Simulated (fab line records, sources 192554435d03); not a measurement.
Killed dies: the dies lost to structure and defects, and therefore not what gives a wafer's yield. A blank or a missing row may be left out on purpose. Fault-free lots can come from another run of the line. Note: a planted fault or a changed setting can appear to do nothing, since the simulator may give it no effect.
Split-lot experiment || flow n5_finfet || 39 wafers read from 7 lots, route of 1938 steps

== THE SPLIT ITSELF ==
At N5_MOL_CONTACT_COAG_ALD_123 (deposits SiNx, target thk 5 nm, pulse time 1 s, purge time 2 s), the setting ald_cycles was moved away from the recipe's 100 on 18 of the 39 wafers read, by -60.0% to +44.0%. For the rest of the wafers, this setting stayed at what the recipe calls for.

== FROM THE SPLIT TO THE READING: what the file shows between them, 4 steps ==
- N5_MOL_CONTACT_COAG_PECVD_31: deposits SiO2 from TEOS/O2, target thk 46 nm, time 8.9 s
- N5_MOL_CONTACT_COAG_COAT_75: time 60 s, resist thk 60 nm
- N5_MOL_CONTACT_COAG_STRIP_120: strips in CHF3
- N5_MOL_CONTACT_COAG_VIA_ETCH_117: etches SiO2 in C4F6/O2, target depth 40 nm, overetch 8 nm, time 26 s

== THE READING ==
etch.depth_nm (the simulator's own value, which no gauge read), in nm, at N5_MOL_CONTACT_COAG_ETCH_124 (etches SiNx in CH3F/O2, stops on SiOC, target depth 6.5 nm). The file does not state a usual value for it. The 21 wafers here that ran the recipe average 4.993 nm, standard deviation 0.013 nm.

{"wafer": "L078.1", "tool, chamber at the split": "ald_sin-02, 1,2,2", "ald_cycles as run": 144, "against the recipe": "+44.0%", "etch.depth_nm, nm": 6.384, "against lot-mates on the recipe": "+1.379"}
{"wafer": "L078.2", "tool, chamber at the split": "ald_sin-02, 3,0,1", "ald_cycles as run": 100, "against the recipe": "recipe", "etch.depth_nm, nm": 5.009, "against lot-mates on the recipe": "-"}
{"wafer": "L078.3", "tool, chamber at the split": "ald_sin-02, 3,0,1", "ald_cycles as run": 100, "against the recipe": "recipe", "etch.depth_nm, nm": 4.984, "against lot-mates on the recipe": "-"}
{"wafer": "L078.4", "tool, chamber at the split": "ald_sin-02, 1,2,2", "ald_cycles as run": 144, "against the recipe": "+44.0%", "etch.depth_nm, nm": 6.472, "against lot-mates on the recipe": "+1.467"}
{"wafer": "L078.5", "tool, chamber at the split": "ald_sin-02, 3,0,1", "ald_cycles as run": 100, "against the recipe": "recipe", "etch.depth_nm, nm": 5.021, "against lot-mates on the recipe": "-"}
{"wafer": "L078.6", "tool, chamber at the split": "ald_sin-02, 1,2,2", "ald_cycles as run": 144, "against the recipe": "+44.0%", "etch.depth_nm, nm": 6.427, "against lot-mates on the recipe": "+1.422"}
{"wafer": "L079.1", "tool, chamber at the split": "ald_sin-01, 0,1,2", "ald_cycles as run": 100, "against the recipe": "recipe", "etch.depth_nm, nm": 4.995, "against lot-mates on the recipe": "-"}
{"wafer": "L079.2", "tool, chamber at the split": "ald_sin-01, 3,2,1", "ald_cycles as run": 121, "against the recipe": "+21.0%", "etch.depth_nm, nm": 6.035, "against lot-mates on the recipe": "+1.045"}
{"wafer": "L079.3", "tool, chamber at the split": "ald_sin-01, 0,1,2", "ald_cycles as run": 100, "against the recipe": "recipe", "etch.depth_nm, nm": 4.984, "against lot-mates on the recipe": "-"}
{"wafer": "L079.4", "tool, chamber at the split": "ald_sin-01, 0,1,2", "ald_cycles as run": 100, "against the recipe": "recipe", "etch.depth_nm, nm": 4.991, "against lot-mates on the recipe": "-"}
{"wafer": "L079.5", "tool, chamber at the split": "ald_sin-01, 3,2,1", "ald_cycles as run": 121, "against the recipe": "+21.0%", "etch.depth_nm, nm": 6.037, "against lot-mates on the recipe": "+1.047"}
{"wafer": "L079.6", "tool, chamber at the split": "ald_sin-01, 3,2,1", "ald_cycles as run": 121, "against the recipe": "+21.0%", "etch.depth_nm, nm": 6.051, "against lot-mates on the recipe": "+1.061"}
{"wafer": "L082.1", "tool, chamber at the split": "ald_sin-03, 0,1,1", "ald_cycles as run": 100, "against the recipe": "recipe", "etch.depth_nm, nm": 4.975, "against lot-mates on the recipe": "-"}
{"wafer": "L082.4", "tool, chamber at the split": "ald_sin-03, 0,1,1", "ald_cycles as run": 100, "against the recipe": "recipe", "etch.depth_nm, nm": 4.996, "against lot-mates on the recipe": "-"}
{"wafer": "L082.6", "tool, chamber at the split": "ald_sin-03, 0,1,1", "ald_cycles as run": 100, "against the recipe": "recipe", "etch.depth_nm, nm": 4.982, "against lot-mates on the recipe": "-"}
{"wafer": "L086.1", "tool, chamber at the split": "ald_sin-01, 3,0,1", "ald_cycles as run": 100, "against the recipe": "recipe", "etch.depth_nm, nm": 4.985, "against lot-mates on the recipe": "-"}
{"wafer": "L086.2", "tool, chamber at the split": "ald_sin-01, 1,2,0", "ald_cycles as run": 117, "against the recipe": "+17.0%", "etch.depth_nm, nm": 5.87, "against lot-mates on the recipe": "+0.886"}
{"wafer": "L086.3", "tool, chamber at the split": "ald_sin-01, 1,2,0", "ald_cycles as run": 117, "against the recipe": "+17.0%", "etch.depth_nm, nm": 5.848, "against lot-mates on the recipe": "+0.864"}
{"wafer": "L086.4", "tool, chamber at the split": "ald_sin-01, 3,0,1", "ald_cycles as run": 100, "against the recipe": "recipe", "etch.depth_nm, nm": 4.967, "against lot-mates on the recipe": "-"}
{"wafer": "L086.5", "tool, chamber at the split": "ald_sin-01, 3,0,1", "ald_cycles as run": 100, "against the recipe": "recipe", "etch.depth_nm, nm": 5.001, "against lot-mates on the recipe": "-"}
{"wafer": "L086.6", "tool, chamber at the split": "ald_sin-01, 1,2,0", "ald_cycles as run": 117, "against the recipe": "+17.0%", "etch.depth_nm, nm": 5.815, "against lot-mates on the recipe": "+0.831"}
{"wafer": "L090.1", "tool, chamber at the split": "ald_sin-03, 1,3,3", "ald_cycles as run": 40, "against the recipe": "-60.0%", "etch.depth_nm, nm": 1.988, "against lot-mates on the recipe": -3.001}
{"wafer": "L090.2", "tool, chamber at the split": "ald_sin-03, 1,3,3", "ald_cycles as run": 40, "against the recipe": "-60.0%", "etch.depth_nm, nm": 2.024, "against lot-mates on the recipe": -2.965}
{"wafer": "L090.3", "tool, chamber at the split": "ald_sin-03, 0,1,0", "ald_cycles as run": 100, "against the recipe": "recipe", "etch.depth_nm, nm": 4.981, "against lot-mates on the recipe": "-"}
{"wafer": "L090.4", "tool, chamber at the split": "ald_sin-03, 1,3,3", "ald_cycles as run": 40, "against the recipe": "-60.0%", "etch.depth_nm, nm": 1.994, "against lot-mates on the recipe": -2.995}
{"wafer": "L090.5", "tool, chamber at the split": "ald_sin-03, 0,1,0", "ald_cycles as run": 100, "against the recipe": "recipe", "etch.depth_nm, nm": 4.995, "against lot-mates on the recipe": "-"}
{"wafer": "L090.6", "tool, chamber at the split": "ald_sin-03, 0,1,0", "ald_cycles as run": 100, "against the recipe": "recipe", "etch.depth_nm, nm": 4.992, "against lot-mates on the recipe": "-"}
{"wafer": "L093.1", "tool, chamber at the split": "ald_sin-01, 2,1,2", "ald_cycles as run": 100, "against the recipe": "recipe", "etch.depth_nm, nm": 5, "against lot-mates on the recipe": "-"}
{"wafer": "L093.2", "tool, chamber at the split": "ald_sin-01, 2,1,2", "ald_cycles as run": 100, "against the recipe": "recipe", "etch.depth_nm, nm": 5, "against lot-mates on the recipe": "-"}
{"wafer": "L093.3", "tool, chamber at the split": "ald_sin-01, 3,0", "ald_cycles as run": 118, "against the recipe": "+18.0%", "etch.depth_nm, nm": 5.878, "against lot-mates on the recipe": "+0.879"}
{"wafer": "L093.4", "tool, chamber at the split": "ald_sin-01, 3,0", "ald_cycles as run": 118, "against the recipe": "+18.0%", "etch.depth_nm, nm": 5.869, "against lot-mates on the recipe": "+0.870"}
{"wafer": "L093.5", "tool, chamber at the split": "ald_sin-01, 2,1,2", "ald_cycles as run": 100, "against the recipe": "recipe", "etch.depth_nm, nm": 4.996, "against lot-mates on the recipe": "-"}
{"wafer": "L093.6", "tool, chamber at the split": "ald_sin-01, 1", "ald_cycles as run": 118, "against the recipe": "+18.0%", "etch.depth_nm, nm": 5.911, "against lot-mates on the recipe": "+0.912"}
{"wafer": "L097.1", "tool, chamber at the split": "ald_sin-02, 2,0,1", "ald_cycles as run": 100, "against the recipe": "recipe", "etch.depth_nm, nm": 5.012, "against lot-mates on the recipe": "-"}
{"wafer": "L097.2", "tool, chamber at the split": "ald_sin-02, 2,0,1", "ald_cycles as run": 100, "against the recipe": "recipe", "etch.depth_nm, nm": 5.011, "against lot-mates on the recipe": "-"}
{"wafer": "L097.3", "tool, chamber at the split": "ald_sin-02, 3,1,0", "ald_cycles as run": 136, "against the recipe": "+36.0%", "etch.depth_nm, nm": 6.291, "against lot-mates on the recipe": "+1.289"}
{"wafer": "L097.4", "tool, chamber at the split": "ald_sin-02, 2,0,1", "ald_cycles as run": 100, "against the recipe": "recipe", "etch.depth_nm, nm": 4.982, "against lot-mates on the recipe": "-"}
{"wafer": "L097.5", "tool, chamber at the split": "ald_sin-02, 3,1,0", "ald_cycles as run": 136, "against the recipe": "+36.0%", "etch.depth_nm, nm": 6.247, "against lot-mates on the recipe": "+1.245"}
{"wafer": "L097.6", "tool, chamber at the split": "ald_sin-02, 3,1,0", "ald_cycles as run": 136, "against the recipe": "+36.0%", "etch.depth_nm, nm": 6.341, "against lot-mates on the recipe": "+1.339"}
The file does not say which wafer passed through which chamber wherever a row lists several chambers: such a row stands for several wafers.

THE FIT
A straight line over all 39 wafers: etch.depth_nm changes by +0.044 nm for each +1% of ald_cycles; r = +0.98; the points scatter about the line by 0.19 nm.
The same after taking each lot's own level away (the mean of its wafers on the recipe; 39 wafers): +0.0438 nm for each +1%; r = +0.98; scatter 0.19 nm.
That fit puts the effect of the largest move of ald_cycles on the reading at 2.6 nm.
The lots' own levels span 4.9843 to 5.0047 nm, that is 1.6 times the standard deviation above.
The two slopes are in agreement: the lot-to-lot level therefore moves the slope only a little.
Check: -2.61 nm against its lot-mates is what the line predicts for one of the wafers moved furthest among these (-60.0%) when that wafer is left out of the fit. It came out at -3 nm against them.

== OTHER SPLITS APPLIED TO THESE WAFERS ==
Other splits were also applied to these wafers ahead of the reading. Each is held against what the fit with the lots' levels taken away leaves over:
{"other split on the same wafers": "N5_ZERO_LAYER_DEVELOP_10 develop_time_s", "wafers away from the commonest value": 12, "r with etch.depth_nm (lot level and that fit taken away)": "+0.11"}
{"other split on the same wafers": "N5_DUMMY_GATE_ALD_02 target_thk_a", "wafers away from the commonest value": 15, "r with etch.depth_nm (lot level and that fit taken away)": -0.02}
{"other split on the same wafers": "N5_HKMG_FIN_HK_ALD_01 ald_cycles", "wafers away from the commonest value": 12, "r with etch.depth_nm (lot level and that fit taken away)": "+0.04"}

== THE WHOLE CHAIN: every reading that the file lists as answering this split, in the file's order ==
{"step": "N5_MOL_CONTACT_COAG_ALD_123", "what it does": "deposits SiNx, target thk 5 nm, pulse time 1 s, purge time 2 s", "reading": "SiNx_of_MOL_CONTACT_COAG_ALD_123.thk_nm (the simulator's own value, which no gauge read)", "change (the file's fit)": "+0.0497 nm for each +1% of the setting", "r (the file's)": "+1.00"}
{"step": "N5_MOL_CONTACT_COAG_ETCH_124", "what it does": "etches SiNx in CH3F/O2, stops on SiOC, target depth 6.5 nm", "reading": "etch.depth_nm (the simulator's own value, which no gauge read)", "change (the file's fit)": "+0.0432 nm for each +1% of the setting", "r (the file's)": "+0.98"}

== FILE'S OWN FIT ==
etch.depth_nm changes by +0.0432 nm for each +1% of ald_cycles, r = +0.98.
